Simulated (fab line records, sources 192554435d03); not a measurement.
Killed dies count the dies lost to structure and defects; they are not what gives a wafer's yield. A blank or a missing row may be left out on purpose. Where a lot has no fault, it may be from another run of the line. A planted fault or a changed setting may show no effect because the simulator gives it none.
Chamber matching    flow n5_finfet    N5_BEOL_M0_ETCH_138 on rie_diel-06: 4 sister chambers
The step etches SiCN in CH3F/O2, target depth 12 nm, time 31.6 s. 8 wafers are shown with their chamber, then 11 later ones without.

## WAFERS PAIRED WITH THEIR CHAMBERS
wafer   chamber  drypump_motor_current_A (A)  throttle_valve_pct (%)
L084.2  0        5.8                          16.14
L085.5  0        5.8                          16.14
L086.2  1        5.9                          16.49
L086.3  3        6.2                          16.43
L088.2  2        5.9                          15.89
L088.3  1        6.0                          16.50
L088.5  2        5.9                          15.85
L091.2  3        6.2                          16.46

## WAFERS MISSING THEIR CHAMBER
wafer   drypump_motor_current_A (A)  throttle_valve_pct (%)
L091.4  5.9                          15.88
L091.5  6.0                          16.51
L092.2  6.2                          16.45
L092.3  5.9                          15.89
L092.5  6.0                          16.50
L093.1  6.2                          16.47
L093.3  5.8                          16.18
L093.6  6.0                          16.53
L097.1  6.2                          16.50
L097.2  5.9                          15.92
L097.3  5.8                          16.21

## EACH ONE'S CHAMBER
wafer   from the rows above  in truth
L091.4  2                    2
L091.5  1                    1
L092.2  3                    3
L092.3  2                    2
L092.5  1                    1
L093.1  3                    3
L093.3  0                    0
L093.6  1                    1
L097.1  3                    3
L097.2  2                    2
L097.3  0                    0
Correct placement for 11 of the 11. Number that these rows cannot place: 0. Placed wrongly: 0.
How it was worked out, from the rows above alone: a wafer's distance from a chamber is the root of the sum, over the readings, of the square of ((its reading less the chamber's mean) divided by the reading's scatter). If the next closest chamber is less than 2 further off than the closest, the wafer can't be placed; otherwise it belongs to the closest. A chamber's mean is the mean of its shown wafers. The scatter is the square root of a quotient: the sum, over the shown wafers, of each reading's squared deviation from its chamber's mean, divided by wafers minus chambers.
